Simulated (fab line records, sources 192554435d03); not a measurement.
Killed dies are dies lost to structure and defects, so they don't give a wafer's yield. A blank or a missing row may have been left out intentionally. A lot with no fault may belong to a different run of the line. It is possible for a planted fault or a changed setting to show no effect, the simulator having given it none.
fab line records | flow n5_finfet
record: lots: 24 wafers: 72 last_day: 19
route steps=1938 shown BEOL_M2@880
lots that met no fault: taken from a fault-free run of the same line
start_h: start of the lot's first displayed wafer, in hours after the record's first day | wait_h: time in hours since the lot's previous step | " the same as in the row above | L1.1+2: one row covering several wafers at once | - value missing, or start not given | * or withheld: withheld | < > ~ a bound
route shown NAME@n: names a module that has steps shown in the file, with the first one's number in the route | usual: mean/standard deviation of fault-free wafers | same: alike in all rows | chamber/n: place in a boat | sites: per-site readings | _std_site: their standard deviation | _edge_site: the outer-site mean with the inner-site mean subtracted | radius_mm: for every site, how far away it sits from the centre of the wafer | mask NAME#n: copy n | behind: the last tool/chamber to shape the wafer | hold: why the lot was held/for how many hours/how that ended | device: the n, p or np transistor that did not switch | end of line: the same wafers' tests at the end of the route | a step without rows: its recipe alone | killed: the dies lost at the first sort to structure and to defects; this is not the yield of the wafer | map: dies across one wafer; x = killed, . = not, _ = none there
set.NAME: the run value of the setting; set.NAME@STEP: its run value at that earlier step | model.NAME: the simulator's own value behind a step, which no gauge read
a sample of lots followed through the steps of the route, with each step as a table and each wafer as a row
services: the hour from which a tool's chamber was out of use, counted from the record's first day as start_h (under 0 if before that day), plus the number of hours and why
== steps ==
step: N5_BEOL_M2_ETCH_77
recipe: chemistry: N2/H2 target: underlayer target_depth_a: 65 mask_material: CAR-EUV time_s: 5.2 ion_energy_ev: 200 pressure_mtorr: 30 source_w: 840 bias_w: 150 n2_flow_sccm: 200 h2_flow_sccm: 200 ends: cleared
usual: bias_w: 150.0/0.49 chamber_pressure_mTorr: 30.00/0.038 drypump_motor_current_A: 6.0/0.5 etch_rf_on_time_s: 5.16/0.11 h2_flow_sccm: 199.9/0.57 n2_flow_sccm: 200.0/0.56 oes_product_au: 0.70/0.057 rf_vpp_V: 523.7/2.5 showerhead_plenum_p_Torr: 2.54/0.082 throttle_valve_pct: 17.80/0.22
columns lot.wafer tool chamber start_h wait_h bias_w chamber_pressure_mTorr drypump_motor_current_A etch_rf_on_time_s h2_flow_sccm n2_flow_sccm oes_product_au rf_hours_counter_h rf_vpp_V showerhead_plenum_p_Torr throttle_valve_pct
L075.1 rie_diel-05 1 152.47 0.0 150.3 29.97 6.1 5.20 200.3 200.1 0.82 8 522.5 2.48 17.54
L075.2 " 2 " " 149.9 29.98 5.6 4.96 200.6 199.9 0.65 182 523.9 2.64 17.99
L075.6 " 0 " " 149.5 29.99 5.4 5.15 198.9 199.7 0.74 - 525.9 2.58 17.71
L074.1 rie_diel-05 2 152.58 0.0 149.8 30.00 5.6 4.96 199.9 199.9 0.66 182 526.1 2.64 17.98
L074.4 " 1 " " 149.6 29.97 6.1 5.20 200.7 200.8 0.83 - 523.5 2.48 17.55
L074.6 " 0 " " 151.4 29.96 5.4 5.19 199.7 200.2 0.73 - 524.1 2.58 17.67
L076.3 rie_diel-03 2 153.63 0.0 150.0 29.95 6.7 5.10 200.2 200.4 0.73 50 526.9 2.58 17.89
L076.4 " 3 " " 149.6 29.98 5.6 5.21 199.9 199.6 0.59 226 525.8 2.62 18.40
L076.6 " 1 " " 149.6 29.97 6.5 5.30 200.0 199.3 0.74 - 525.4 2.59 17.59
L078.2 rie_diel-05 0 156.57 0.0 150.1 30.03 5.3 5.14 200.5 199.7 0.74 50 523.5 2.58 17.71
L078.3 " 2 " " 149.7 29.97 5.6 4.97 200.8 201.2 0.65 185 527.3 2.64 18.03
L078.6 " 1 " " 150.1 30.01 6.2 5.16 199.1 199.5 0.81 - 524.6 2.48 17.56
L077.4 rie_diel-05 0 159.54 0.0 150.0 29.96 5.4 5.14 200.2 200.3 0.73 - 523.5 2.58 17.67
L077.5 " 1 " " 149.4 29.96 6.1 5.20 200.8 200.7 0.80 - 524.2 2.48 17.54
L077.6 " 2 " " 149.3 29.97 5.6 4.96 199.7 199.2 0.66 - 524.3 2.64 18.01
L080.2 rie_diel-01 2 172.76 0.0 149.5 29.97 5.4 5.20 199.6 199.7 0.61 203 524.9 2.62 17.94
L080.4 " 3 " " 150.2 29.97 5.1 5.10 199.9 199.8 0.65 161 517.1 2.32 17.51
L080.5 " 1 " " 150.1 30.05 6.5 4.99 199.5 200.0 0.72 - 520.3 2.50 17.60
L079.1 rie_diel-01 3 174.09 0.0 150.1 30.03 5.1 5.13 200.2 199.4 0.65 162 517.3 2.32 17.55
L079.4 " 1 " " 149.8 30.02 6.4 5.04 200.8 199.9 0.72 49 523.1 2.50 17.60
L079.6 " 1 " " 149.9 30.02 6.4 5.00 200.4 199.6 0.72 - 521.0 2.50 17.61
L081.1 rie_diel-01 1 194.96 0.0 150.4 30.06 6.4 5.05 200.0 200.0 0.71 55 520.2 2.50 17.59
L081.2 " 2 " " 150.6 30.01 5.4 5.24 200.3 199.8 0.60 210 525.3 2.62 17.96
L081.6 " 0 " " 149.5 30.02 6.2 5.34 200.5 200.2 0.65 - 522.9 2.43 17.86
L082.1 rie_diel-03 1 196.16 0.0 149.5 30.00 6.5 5.34 200.2 200.0 0.72 49 525.4 2.59 17.63
L082.3 " 3 " " 149.5 30.01 5.6 5.24 199.4 200.8 0.59 242 526.2 2.61 18.42
L082.4 " 2 " " 149.9 30.04 6.7 5.08 199.8 200.1 0.72 64 525.7 2.58 17.87
L083.2 rie_diel-03 2 202.52 0.0 149.5 29.97 6.7 5.03 200.0 199.4 0.71 65 527.4 2.58 17.90
L083.3 " 1 " " 150.5 29.96 6.5 5.27 200.5 200.2 0.72 50 527.4 2.59 17.61
L083.6 " 1 " " 150.3 30.00 6.5 5.25 199.8 200.5 0.72 - 522.8 2.58 17.63
L084.1 rie_diel-05 0 215.43 0.0 149.4 30.06 5.4 5.20 200.2 200.1 0.69 69 526.2 2.57 17.72
L084.3 " 2 " " 150.4 30.00 5.7 5.02 200.6 201.0 0.64 206 525.1 2.63 18.05
L084.4 " 3 " " 150.6 30.02 5.5 5.20 200.4 199.3 0.77 17 522.6 2.48 17.35
L085.1 rie_diel-05 1 222.43 0.0 150.0 29.95 6.2 5.20 200.5 200.4 0.77 33 523.5 2.47 17.62
L085.4 " 3 " " 149.5 30.00 5.5 5.19 200.8 199.0 0.78 19 523.3 2.48 17.39
L085.6 " 2 " " 150.2 29.95 5.6 4.93 200.6 200.0 0.64 - 526.7 2.63 18.06
L087.1 rie_diel-03 1 231.76 0.0 150.3 30.02 6.5 5.24 199.3 201.0 0.70 58 527.6 2.58 17.64
L087.2 " 2 " " 150.1 29.99 6.7 5.09 200.1 199.5 0.71 74 526.1 2.57 17.92
L087.5 " 0 " " 149.7 30.02 6.0 5.24 199.3 200.0 0.68 - 519.6 2.47 18.02
L086.2 rie_diel-03 2 234.75 0.0 149.7 30.01 6.7 5.05 199.9 200.2 0.71 75 526.1 2.57 17.93
L086.4 " 2 " " 150.0 30.05 6.8 5.06 200.5 200.7 0.70 - 523.7 2.57 17.91
L086.5 " 1 " " 149.3 30.03 6.5 5.25 200.7 200.9 0.71 - 525.6 2.58 17.63
L089.2 rie_diel-03 1 237.83 0.0 149.9 30.04 6.5 5.24 199.5 199.6 0.71 61 524.3 2.58 17.63
L089.3 " 0 " " 150.8 29.96 6.0 5.14 200.0 199.5 0.70 90 521.4 2.47 18.06
L089.5 " 2 " " 150.3 30.04 6.7 4.99 200.3 200.5 0.70 - 528.1 2.57 17.95
L090.2 rie_diel-03 1 238.06 0.0 150.7 30.01 6.5 5.30 199.4 200.0 0.71 61 526.2 2.58 17.62
L090.4 " 1 " " 151.1 30.03 6.5 5.32 200.1 200.0 0.71 - 524.0 2.58 17.65
L090.6 " 0 " " 150.0 29.92 6.0 5.14 199.6 200.2 0.69 - 522.7 2.47 18.06
L088.2 rie_diel-03 1 240.23 0.0 149.4 29.96 6.4 5.24 199.8 199.1 0.71 62 527.2 2.58 17.66
L088.3 " 2 " " 150.7 30.00 6.7 5.06 199.5 199.8 0.70 77 524.3 2.57 17.93
L088.6 " 1 " " 150.1 29.95 6.4 5.26 200.0 199.4 0.71 - 524.7 2.58 17.63
L092.1 rie_diel-05 1 245.16 0.0 150.0 29.91 6.2 5.14 200.0 200.1 0.76 38 522.6 2.47 17.61
L092.2 " 3 " " 150.7 30.03 5.6 5.15 199.2 199.3 0.76 24 521.7 2.48 17.39
L092.4 " 0 " " 150.0 30.03 5.4 5.13 200.2 200.2 0.70 75 527.5 2.57 17.75
L091.2 rie_diel-03 0 248.57 0.0 149.6 29.97 6.0 5.18 199.2 200.4 0.69 93 522.5 2.47 18.05
L091.5 " 2 " " 149.5 30.02 6.7 5.06 199.6 199.6 0.69 - 521.8 2.57 17.91
L091.6 " 1 " " 150.3 30.09 6.5 5.31 199.0 200.5 0.70 - 523.4 2.58 17.62
L093.2 rie_diel-03 3 251.67 0.0 150.4 30.01 5.6 5.21 201.0 199.1 0.84 1 524.1 2.61 17.95
L093.4 " 2 " " 150.4 29.98 6.7 5.06 200.3 200.7 0.70 81 523.7 2.57 17.90
L093.6 " 2 " " 150.4 29.99 6.7 5.08 200.2 200.8 0.71 - 523.2 2.57 17.91
L094.1 rie_diel-03 2 251.85 0.0 150.2 30.03 6.7 5.04 200.3 199.9 0.71 81 524.5 2.57 17.92
L094.3 " 0 " " 149.8 30.03 6.0 5.21 200.3 200.7 0.68 94 520.4 2.47 18.06
L094.4 " 3 " " 150.3 30.04 5.6 5.13 200.6 199.9 0.84 1 526.5 2.61 18.00
L095.2 rie_diel-01 1 261.19 0.0 149.5 30.06 6.5 5.05 198.9 201.1 0.70 75 521.5 2.49 17.67
L095.5 " 2 " " 150.5 29.98 5.4 5.23 200.1 199.5 0.59 - 525.7 2.61 17.99
L095.6 " 3 " " 150.4 29.93 5.1 5.19 199.3 199.9 0.62 - 519.0 2.31 17.55
L096.2 rie_diel-05 1 282.31 0.0 149.9 29.99 6.2 5.31 200.2 200.2 0.74 44 521.0 2.47 17.64
L096.5 " 2 " " 149.9 29.99 5.6 5.02 200.1 199.8 0.63 - 526.0 2.63 18.06
L096.6 " 3 " " 150.8 30.05 5.5 5.25 199.9 200.8 0.75 - 523.0 2.47 17.40
L097.1 rie_diel-01 3 282.91 0.0 150.5 30.02 5.1 5.17 198.2 198.6 0.63 195 517.5 2.31 17.60
L097.5 " 1 " " 149.2 29.94 6.4 5.05 200.1 199.0 0.69 - 521.4 2.48 17.68
L097.6 " 0 " " 150.6 30.05 6.2 5.39 199.9 201.0 0.63 - 522.9 2.42 17.91
step: N5_BEOL_M2_CD_MEAS_35
recipe: target_cd_nm: 18 target_cd_y_nm: 22.2 polarity: opening
usual: cd_nm: 17.9/0.35
columns lot.wafer tool chamber start_h wait_h cd_nm
L075.1 cd_sem-02 - 154.98 0.0 18.2
L075.2 " - " " 18.0
L075.6 " - " " 18.2
L074.1 cd_sem-03 - 155.19 0.0 17.7
L074.4 " - " " 18.0
L074.6 " - " " 18.5
L076.3 cd_sem-01 - 158.44 0.0 17.9
L076.4 " - " " 17.9
L076.6 " - " " 17.9
L078.2 cd_sem-01 - 158.50 0.0 17.6
L078.3 " - " " 17.7
L078.6 " - " " 18.3
L077.4 cd_sem-03 - 162.96 0.0 18.1
L077.5 " - " " 17.9
L077.6 " - " " 17.5
L079.1 cd_sem-01 - 178.10 0.0 17.6
L079.4 " - " " 17.7
L079.6 " - " " 18.0
L080.2 cd_sem-02 - 178.11 0.0 17.9
L080.4 " - " " 17.6
L080.5 " - " " 17.7
L081.1 cd_sem-01 - 196.70 0.0 17.9
L081.2 " - " " 17.4
L081.6 " - " " 17.8
L082.1 cd_sem-01 - 213.85 0.0 17.8
L082.3 " - " " 17.5
L082.4 " - " " 17.7
L083.2 cd_sem-01 - 213.95 0.0 18.0
L083.3 " - " " 17.7
L083.6 " - " " 18.2
L084.1 cd_sem-02 - 238.70 0.0 17.7
L084.3 " - " " 17.9
L084.4 " - " " 18.1
L085.1 cd_sem-03 - 259.05 0.0 18.0
L085.4 " - " " 17.7
L085.6 " - " " 17.6
L087.1 cd_sem-01 - 262.68 0.0 18.6
L087.2 " - " " 17.7
L087.5 " - " " 18.1
L086.2 cd_sem-01 - 262.95 0.0 18.2
L086.4 " - " " 18.0
L086.5 " - " " 18.0
L089.2 cd_sem-03 - 266.37 0.0 17.5
L089.3 " - " " 17.5
L089.5 " - " " 17.8
L090.2 cd_sem-01 - 269.32 0.0 18.2
L090.4 " - " " 17.8
L090.6 " - " " 18.1
L088.2 cd_sem-02 - 272.26 0.0 18.6
L088.3 " - " " 18.7
L088.6 " - " " 18.6
L091.2 cd_sem-03 - 275.66 0.0 18.8
L091.5 " - " " 18.0
L091.6 " - " " 18.0
L092.1 cd_sem-03 - 277.30 0.0 18.1
L092.2 " - " " 18.2
L092.4 " - " " 18.5
L093.2 cd_sem-02 - 281.04 0.0 17.7
L093.4 " - " " 17.9
L093.6 " - " " 17.6
L094.1 cd_sem-02 - 284.34 0.0 17.7
L094.3 " - " " 17.7
L094.4 " - " " 17.9
L095.2 cd_sem-02 - 284.41 0.0 17.6
L095.5 " - " " 17.7
L095.6 " - " " 18.6
L096.2 cd_sem-03 - 288.32 0.0 17.2
L096.5 " - " " 18.4
L096.6 " - " " 18.4
L097.1 cd_sem-02 - 291.43 0.0 17.9
L097.5 " - " " 17.8
L097.6 " - " " 17.8
step: N5_BEOL_M2_ANNEAL_87
recipe: temp_c: 400 time_s: 240 ambient: vacuum
usual: heater_power_w: 806/64
columns lot.wafer tool chamber start_h wait_h heater_power_w
L075.1 pvd_sputter-01 - 156.66 0.0 821
L075.2 " - " " 883
L075.6 " - " " 801
L074.1 pvd_sputter-03 - 156.77 0.0 832
L074.4 " - " " 947
L074.6 " - " " 731
L078.2 pvd_sputter-02 - 160.43 0.0 803
L078.3 " - " " 726
L078.6 " - " " 801
L077.4 pvd_sputter-02 - 164.35 0.0 712
L077.5 " - " " 808
L077.6 " - " " 798
L079.1 pvd_sputter-02 - 179.48 0.0 809
L079.4 " - " " 782
L079.6 " - " " 783
L080.2 pvd_sputter-03 - 179.67 0.0 829
L080.4 " - " " 732
L080.5 " - " " 718
L081.1 pvd_sputter-02 - 199.63 0.0 823
L081.2 " - " " 714
L081.6 " - " " 739
L082.1 pvd_sputter-03 - 215.60 0.0 786
L082.3 " - " " 840
L082.4 " - " " 904
L083.2 pvd_sputter-02 - 215.68 0.0 713
L083.3 " - " " 792
L083.6 " - " " 816
L084.1 pvd_sputter-03 - 241.89 0.0 852
L084.3 " - " " 905
L084.4 " - " " 724
L085.1 pvd_sputter-02 - 260.69 0.0 719
L085.4 " - " " 813
L085.6 " - " " 711
L087.1 pvd_sputter-02 - 264.31 0.0 826
L087.2 " - " " 809
L087.5 " - " " 793
L086.2 pvd_sputter-03 - 264.65 0.0 947
L086.4 " - " " 796
L086.5 " - " " 962
L089.2 pvd_sputter-02 - 268.18 0.0 719
L089.3 " - " " 780
L089.5 " - " " 797
L076.3 pvd_sputter-01 - 270.14 0.0 877
L076.4 " - " " 877
L076.6 " - " " 808
L090.2 pvd_sputter-03 - 270.80 0.0 835
L090.4 " - " " 707
L090.6 " - " " 932
L088.2 pvd_sputter-03 - 276.03 0.0 952
L088.3 " - " " 774
L088.6 " - " " 788
L091.2 pvd_sputter-01 - 277.73 0.0 861
L091.5 " - " " 746
L091.6 " - " " 906
L092.1 pvd_sputter-02 - 279.67 0.0 700
L092.2 " - " " 778
L092.4 " - " " 801
L093.2 pvd_sputter-02 - 282.89 0.0 788
L093.4 " - " " 812
L093.6 " - " " 733
L094.1 pvd_sputter-01 - 286.32 0.0 856
L094.3 " - " " 732
L094.4 " - " " 915
L095.2 pvd_sputter-02 - 286.57 0.0 815
L095.5 " - " " 805
L095.6 " - " " 797
L096.2 pvd_sputter-03 - 289.85 0.0 723
L096.5 " - " " 727
L096.6 " - " " 854
L097.1 pvd_sputter-01 - 294.17 0.1 888
L097.5 " - " " 900
L097.6 " - " " 757
step: N5_BEOL_M2_SPUTTER_88
recipe: material: Cu target_thk_a: 45 temp_c: -20 chamber_pressure_pa: 0.07 power_w: withheld time_s: 8.29
usual: throttle_valve_pct: 30.2/0.77
columns lot.wafer tool chamber start_h wait_h throttle_valve_pct
L075.1 pvd_sputter-01 - 156.80 0.1 31.2
L075.2 " - " " 31.1
L075.6 " - " " 31.0
L074.1 pvd_sputter-03 - 156.91 0.1 30.3
L074.4 " - " " 29.6
L074.6 " - " " 31.1
L078.2 pvd_sputter-02 - 160.57 0.1 30.8
L078.3 " - " " 29.0
L078.6 " - " " 31.3
L077.4 pvd_sputter-02 - 164.49 0.1 29.3
L077.5 " - " " 30.2
L077.6 " - " " 30.6
L079.1 pvd_sputter-02 - 179.62 0.1 31.0
L079.4 " - " " 30.8
L079.6 " - " " 30.8
L080.2 pvd_sputter-03 - 179.81 0.1 30.3
L080.4 " - " " 30.9
L080.5 " - " " 31.1
L081.1 pvd_sputter-02 - 199.77 0.1 31.1
L081.2 " - " " 29.2
L081.6 " - " " 29.1
L082.1 pvd_sputter-03 - 215.74 0.1 29.9
L082.3 " - " " 30.0
L082.4 " - " " 29.6
L083.2 pvd_sputter-02 - 215.82 0.1 29.2
L083.3 " - " " 30.1
L083.6 " - " " 31.1
L084.1 pvd_sputter-03 - 242.03 0.1 30.3
L084.3 " - " " 29.2
L084.4 " - " " 31.3
L085.1 pvd_sputter-02 - 260.83 0.1 29.0
L085.4 " - " " 30.2
L085.6 " - " " 29.0
L087.1 pvd_sputter-02 - 264.45 0.1 31.2
L087.2 " - " " 30.4
L087.5 " - " " 30.4
L086.2 pvd_sputter-03 - 264.79 0.1 29.5
L086.4 " - " " 29.5
L086.5 " - " " 29.8
L089.2 pvd_sputter-02 - 268.32 0.1 29.1
L089.3 " - " " 31.5
L089.5 " - " " 30.4
L076.3 pvd_sputter-01 - 270.28 0.1 31.0
L076.4 " - " " 31.3
L076.6 " - " " 31.2
L090.2 pvd_sputter-03 - 270.94 0.1 30.3
L090.4 " - " " 30.9
L090.6 " - " " 29.6
L088.2 pvd_sputter-03 - 276.17 0.1 29.4
L088.3 " - " " 29.5
L088.6 " - " " 29.6
L091.2 pvd_sputter-01 - 277.87 0.1 29.4
L091.5 " - " " 29.1
L091.6 " - " " 31.3
L092.1 pvd_sputter-02 - 279.81 0.1 29.1
L092.2 " - " " 30.5
L092.4 " - " " 31.3
L093.2 pvd_sputter-02 - 283.03 0.1 30.7
L093.4 " - " " 30.2
L093.6 " - " " 29.0
L094.1 pvd_sputter-01 - 286.46 0.1 29.4
L094.3 " - " " 29.4
L094.4 " - " " 31.1
L095.2 pvd_sputter-02 - 286.71 0.1 30.1
L095.5 " - " " 30.5
L095.6 " - " " 30.8
L096.2 pvd_sputter-03 - 289.99 0.1 31.3
L096.5 " - " " 31.0
L096.6 " - " " 30.1
L097.1 pvd_sputter-01 - 294.45 0.1 31.2
L097.5 " - " " 31.0
L097.6 " - " " 29.0
step: N5_BEOL_M2_ANNEAL_89
recipe: temp_c: 400 time_s: 240 ambient: vacuum
usual: heater_power_w: 806/64
columns lot.wafer tool chamber start_h wait_h heater_power_w
L075.1 pvd_sputter-01 - 156.88 0.0 802
L075.2 " - " " 894
L075.6 " - " " 810
L074.1 pvd_sputter-03 - 156.99 0.0 836
L074.4 " - " " 915
L074.6 " - " " 698
L078.2 pvd_sputter-02 - 160.65 0.0 828
L078.3 " - " " 727
L078.6 " - " " 821
L077.4 pvd_sputter-02 - 164.57 0.0 701
L077.5 " - " " 810
L077.6 " - " " 782
L079.1 pvd_sputter-02 - 179.70 0.0 822
L079.4 " - " " 787
L079.6 " - " " 803
L080.2 pvd_sputter-03 - 179.89 0.0 818
L080.4 " - " " 726
L080.5 " - " " 723
L081.1 pvd_sputter-02 - 199.85 0.0 829
L081.2 " - " " 728
L081.6 " - " " 727
L082.1 pvd_sputter-03 - 215.82 0.0 773
L082.3 " - " " 834
L082.4 " - " " 933
L083.2 pvd_sputter-02 - 215.90 0.0 728
L083.3 " - " " 803
L083.6 " - " " 815
L084.1 pvd_sputter-03 - 242.11 0.0 833
L084.3 " - " " 922
L084.4 " - " " 710
L085.1 pvd_sputter-02 - 260.91 0.0 722
L085.4 " - " " 805
L085.6 " - " " 715
L087.1 pvd_sputter-02 - 264.53 0.0 793
L087.2 " - " " 803
L087.5 " - " " 785
L086.2 pvd_sputter-03 - 264.87 0.0 933
L086.4 " - " " 777
L086.5 " - " " 967
L089.2 pvd_sputter-02 - 268.40 0.0 716
L089.3 " - " " 810
L089.5 " - " " 791
L076.3 pvd_sputter-01 - 270.36 0.0 910
L076.4 " - " " 906
L076.6 " - " " 805
L090.2 pvd_sputter-03 - 271.02 0.0 850
L090.4 " - " " 728
L090.6 " - " " 922
L088.2 pvd_sputter-03 - 276.25 0.0 931
L088.3 " - " " 773
L088.6 " - " " 763
L091.2 pvd_sputter-01 - 277.95 0.0 871
L091.5 " - " " 758
L091.6 " - " " 889
L092.1 pvd_sputter-02 - 279.89 0.0 705
L092.2 " - " " 778
L092.4 " - " " 812
L093.2 pvd_sputter-02 - 283.11 0.0 793
L093.4 " - " " 799
L093.6 " - " " 723
L094.1 pvd_sputter-01 - 286.54 0.0 864
L094.3 " - " " 727
L094.4 " - " " 875
L095.2 pvd_sputter-02 - 286.79 0.0 805
L095.5 " - " " 794
L095.6 " - " " 815
L096.2 pvd_sputter-03 - 290.07 0.0 717
L096.5 " - " " 707
L096.6 " - " " 828
L097.1 pvd_sputter-01 - 294.61 0.1 892
L097.5 " - " " 910
L097.6 " - " " 745
step: N5_BEOL_M2_SPUTTER_96
recipe: material: Cu target_thk_a: 45 temp_c: -20 chamber_pressure_pa: 0.07 power_w: withheld time_s: 8.29
usual: throttle_valve_pct: 30.2/0.74
columns lot.wafer tool chamber start_h wait_h throttle_valve_pct
L074.1 pvd_sputter-03 - 157.79 0.1 30.3
L074.4 " - " " 29.4
L074.6 " - " " 31.1
L075.1 pvd_sputter-01 - 158.55 0.1 30.8
L075.2 " - " " 31.3
L075.6 " - " " 30.9
L078.2 pvd_sputter-02 - 161.45 0.1 31.1
L078.3 " - " " 29.2
L078.6 " - " " 31.3
L077.4 pvd_sputter-02 - 165.37 0.1 29.4
L077.5 " - " " 30.2
L077.6 " - " " 30.7
L079.1 pvd_sputter-02 - 180.50 0.1 31.0
L079.4 " - " " 30.6
L079.6 " - " " 30.8
L080.2 pvd_sputter-03 - 180.69 0.1 30.5
L080.4 " - " " 31.0
L080.5 " - " " 31.1
L081.1 pvd_sputter-02 - 200.65 0.1 31.3
L081.2 " - " " 29.3
L081.6 " - " " 28.9
L082.1 pvd_sputter-03 - 216.62 0.1 29.8
L082.3 " - " " 30.2
L082.4 " - " " 29.5
L083.2 pvd_sputter-02 - 216.70 0.1 29.1
L083.3 " - " " 30.4
L083.6 " - " " 31.1
L084.1 pvd_sputter-03 - 242.91 0.1 30.2
L084.3 " - " " 29.2
L084.4 " - " " 31.1
L085.1 pvd_sputter-02 - 261.71 0.1 29.0
L085.4 " - " " 30.6
L085.6 " - " " 29.3
L087.1 pvd_sputter-02 - 265.33 0.1 30.9
L087.2 " - " " 30.3
L087.5 " - " " 30.6
L086.2 pvd_sputter-03 - 265.67 0.1 29.3
L086.4 " - " " 29.7
L086.5 " - " " 29.7
L089.2 pvd_sputter-02 - 269.20 0.1 29.3
L089.3 " - " " 31.1
L089.5 " - " " 30.3
L076.3 pvd_sputter-01 - 271.16 0.1 31.4
L076.4 " - " " 31.1
L076.6 " - " " 30.8
L090.2 pvd_sputter-03 - 271.82 0.1 30.2
L090.4 " - " " 31.2
L090.6 " - " " 29.5
L088.2 pvd_sputter-03 - 277.05 0.1 29.3
L088.3 " - " " 29.9
L088.6 " - " " 29.8
L091.2 pvd_sputter-01 - 278.75 0.1 29.3
L091.5 " - " " 29.3
L091.6 " - " " 30.9
L092.1 pvd_sputter-02 - 280.69 0.1 29.2
L092.2 " - " " 30.7
L092.4 " - " " 31.2
L093.2 pvd_sputter-02 - 283.91 0.1 30.8
L093.4 " - " " 30.1
L093.6 " - " " 29.1
L094.1 pvd_sputter-01 - 287.34 0.1 29.5
L094.3 " - " " 29.3
L094.4 " - " " 31.1
L095.2 pvd_sputter-02 - 287.59 0.1 30.2
L095.5 " - " " 30.3
L095.6 " - " " 30.5
L096.2 pvd_sputter-03 - 290.87 0.1 31.1
L096.5 " - " " 31.2
L096.6 " - " " 30.2
L097.1 pvd_sputter-01 - 295.41 0.1 31.3
L097.5 " - " " 31.2
L097.6 " - " " 29.5
== services ==
columns tool chamber start_h hours kind
rie_diel-05 3 134.83 - clean
rie_diel-05 3 134.83 - consumable_replace:focus_ring
rie_diel-05 3 134.83 29.9 scheduled_down
rie_diel-05 3 134.83 29.9 vent_cycle
rie_diel-03 2 157.49 2.7 repair
pvd_sputter-03 - 205.12 1.6 repair
rie_diel-03 3 227.88 - clean
rie_diel-03 3 227.88 - consumable_replace:focus_ring
rie_diel-03 3 227.88 18.7 scheduled_down
rie_diel-03 3 227.88 18.7 vent_cycle
rie_diel-05 2 229.83 7.1 repair
pvd_sputter-01 - 237.91 1.1 repair
== key ==
fault none
